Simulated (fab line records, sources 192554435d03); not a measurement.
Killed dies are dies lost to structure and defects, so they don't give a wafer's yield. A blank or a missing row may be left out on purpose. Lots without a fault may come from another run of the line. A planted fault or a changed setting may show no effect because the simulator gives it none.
One fault seen from 2 desks | flow n5_finfet | each desk has only its own numbers; what lay behind them comes last

THE TOOL OWNER'S DESK: euv_scanner-02
The tool's own readings at N5_BEOL_M6_EXPOSE_25 (exposes mask V5, target cd 40 nm): means of the sampled wafers that have a number, for each lot that ran on this tool. A lot is out of limits, marked OUT, if its mean lies more than 4 standard deviations from the usual mean; the brackets give that distance.
Columns: A = focus_offset_nm at N5_BEOL_M6_EXPOSE_25, usual -0.1 nm
lot  | first seen here | A
L427 | day 10 04:59    | -0.0
L429 | day 10 10:21    | -0.4
L430 | day 11 00:11    | 0.0
L433 | day 11 14:44    | -0.6
L432 | day 11 17:58    | -0.2
L437 | day 13 07:22    | -0.3
This desk's finding: nothing out of limits on any of the 6 lots.

THE METROLOGY DESK
What the gauges read, lot by lot, whatever tool the lot ran on: means of the sampled wafers that have a number. A lot is out of limits, marked OUT, if its mean lies more than 4 standard deviations from the usual mean; the brackets give that distance.
Columns: A = V5_OVL at N5_BEOL_M6_OVL_MEAS_29, usual -0.5 nm
lot  | first seen here | A
L423 | day 8 18:58     | -0.6
L422 | day 8 19:10     | -1.1
L427 | day 10 05:08    | -1.6
L428 | day 10 08:29    | -0.4
L429 | day 10 10:31    | -0.7
L430 | day 11 00:20    | -0.1
L433 | day 11 14:53    | -0.8
L432 | day 11 18:08    | 6.4 (+10) OUT
L437 | day 13 07:32    | 5.4 (+8.6) OUT
L444 | day 14 10:34    | -2.0
L445 | day 14 14:32    | -0.9
This desk's finding: out of limits on L432, L437; first on L432, day 11 18:08 (V5_OVL at N5_BEOL_M6_OVL_MEAS_29). In limits: L423, L422, L427, L428, L429, L430, L433, L444, L445.

PUT TOGETHER
The metrology desk could have raised an alarm at day 11 18:08, on L432, L437.
The tool owner's desk saw nothing out of limits.
The tool owner's desk has L432, L437 on record, within its limits.
Of the lots named, all ran N5_BEOL_M6_EXPOSE_25 on euv_scanner-02.

WHAT THE SIMULATOR HAD PUT IN
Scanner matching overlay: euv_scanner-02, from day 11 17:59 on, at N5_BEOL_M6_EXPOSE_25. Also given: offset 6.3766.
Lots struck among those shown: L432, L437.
Hours from the fault's start to each desk's first reading out of limits: the metrology desk, 0.
